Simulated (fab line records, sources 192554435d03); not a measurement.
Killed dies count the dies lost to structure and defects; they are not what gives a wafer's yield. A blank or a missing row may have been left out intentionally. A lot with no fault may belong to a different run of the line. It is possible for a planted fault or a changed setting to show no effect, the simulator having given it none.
A lot that was struck, set against a sound lot ; flow n5Finfet ; 36 steps out of a route of 1938
Sound: the wafers L529.3, L529.5, L529.6. The struck wafers were L542.1, L542.2, L542.3. The cause comes at the end.
At each step with rows: each side's tool, then ch and its chambers, then its first start. Under that, the readings that differ: sound wafers ; struck wafers ; difference of the means ; sigmas: that difference in standard deviations of wafers without a fault.
alike: words and numbers the same on both sides, and readings whose means are apart by under 2 such deviations; not compared: readings that were withheld, readings missing a value for some wafer, numbers with overlapping values and no deviation given by the record, and bounds like >300 which may hide the same value.
A row with sigmas, a row that says differs or no value, or rows on one side alone: a step with any of these is where the two part. Non-overlapping numbers with no deviation appear without sigmas and do not part them. Lack of a reading on every wafer of one side parts them only where that side has two or more wafers.

first, 9 steps without rows for these wafers: N5_BEOL_M4_ANNEAL_95 (time 240 s); N5_BEOL_M4_SPUTTER_96 (material Cu, target thk 4.5 nm, time 8.29 s); N5_BEOL_M4_ECD_50 (material Cu, target thk 300 nm); N5_BEOL_M4_ANNEAL_51 (time 90 s); N5_BEOL_M4_CMP_52 (polishes, stops on SiOC, t overpolish 6.8 s, target thk 40 nm); N5_BEOL_M4_PRE_CLEAN_60 (time 15 s); N5_BEOL_M4_CO_CAP_55 (material Co, precursor CCTBA/H2, target thk 2 nm, time 102.1 s); N5_BEOL_M4_PRE_CLEAN_56 (time 15 s); N5_BEOL_M4_DEP_57 (deposits SiCN from 3MS/NH3, target thk 8 nm, time 14 s).
N5_BEOL_M4_RC_MEAS_101:
  sound on prober-01 ch 0, day 9 03:56; struck on prober-01 ch 0, day 11 18:58
  alike: DIBL_N, DIBL_P, IOFF_N, IOFF_P, ION_N, ION_P, SS_N, SS_P, VT_N, VT_P
then, 24 steps without rows for these wafers: N5_BEOL_M5_ILD_DEP_00 (deposits SiCOH lowk from DEMS/porogen, target thk 140.64 nm, time 25.9 s); N5_BEOL_M5_CURE_79 (cures SiCOH lowk, time 240 s); N5_BEOL_M5_PECVD_70 (deposits SiO2 from TEOS/O2, target thk 16 nm, time 18 s); N5_BEOL_M5_HM_DEP_02 (deposits TiN, target thk 20 nm); N5_BEOL_M5_COAT_59 (time 60 s, resist thk 60 nm); N5_BEOL_M5_COAT_60 (time 60 s, resist thk 12 nm); N5_BEOL_M5_COAT_71 (time 60 s, resist thk 5 nm); N5_BEOL_M5_COAT_05 (resist thk 30 nm); N5_BEOL_M5_EBR_07; N5_BEOL_M5_SOFTBAKE_06 (time 60 s); N5_BEOL_M5_EXPOSE_08 (exposes mask M5, target cd 28 nm); N5_BEOL_M5_PEB_09 (peb time 60 s); N5_BEOL_M5_DEVELOP_10 (develop time 30 s); N5_BEOL_M5_DESCUM_16 (chemistry O2, time 7 s); N5_BEOL_M5_ETCH_72 (etches underlayer in N2/H2, target depth 6.5 nm, time 5.2 s); N5_BEOL_M5_ETCH_61 (etches SiARC in CF4, target depth 15.6 nm, time 26 s); N5_BEOL_M5_ETCH_62 (etches SOC in N2/H2, target depth 75 nm, overetch 15 nm, time 112.5 s); N5_BEOL_M5_STRIP_63 (strips in N2/H2); N5_BEOL_M5_STRIP_73 (strips in N2/H2); N5_BEOL_M5_STRIP_64 (strips in CF4); N5_BEOL_M5_HM_OPEN_17 (chemistry Cl2/BCl3, target TiN, target depth 20 nm, overetch 6 nm); N5_BEOL_M5_STRIP_19 (strips in O2); N5_BEOL_M5_COAT_65 (time 60 s, resist thk 60 nm); N5_BEOL_M5_COAT_66 (time 60 s, resist thk 12 nm).
-- here the record skips 4 days between the struck wafers' starts before and after, leaving off in module BEOL_M5 and picking up in module PASSIVATION (first step shown: number 1929 of the route) --
N5_PASSIVATION_PASS_ETCH_47: etches SiNx in CF4/O2, target depth 770 nm, time 385 s.
  sound on rieDiel-06 ch 2,3, day 13 14:53; struck on rieDiel-06 ch 0,1,3, day 16 05:20
  no value came back on the struck wafers for any of 8 readings (O2_flow_sccm (sccm), biasW (W) and others); on the sound wafers O2_flow_sccm (sccm) reads 9.979 9.960 10.030
  not compared: rfHoursCounterH
N5_PASSIVATION_PROBE_49:
  sound on prober-01, day 13 18:19; struck on prober-01, day 16 08:20
reading;sound;struck;difference;sigmas
defectLimitedYield (%);92.4 92.5 92.6;0 0 0;-92;-62
killedAtOther;10 6 5;1086 1070 1073;+1069;+99 or more
killedDies;90 88 87;1180 1180 1180;+1092;+61
killedOnRim;7 12 13;152 152 152;+141;+31
sort_bin_5_function (%);4.3 4.5 4.1;97.3 95.9 96.5;+92.3;+92
sortNPass;1090 1092 1093;0 0 0;-1092;-61
sortYieldPct (%);92.4 92.5 92.6;0 0 0;-92;-62
  alike: killed_at_M0_to_M3, killed_at_M4_up, killedAtContacts, killedAtFrontEnd, killedOpen, killedShort, sort_bin_6_memory

## WHERE THEY PART
First at N5_PASSIVATION_PASS_ETCH_47; last, within this record, at N5_PASSIVATION_PROBE_49.

WHY: what had been put in by the simulator
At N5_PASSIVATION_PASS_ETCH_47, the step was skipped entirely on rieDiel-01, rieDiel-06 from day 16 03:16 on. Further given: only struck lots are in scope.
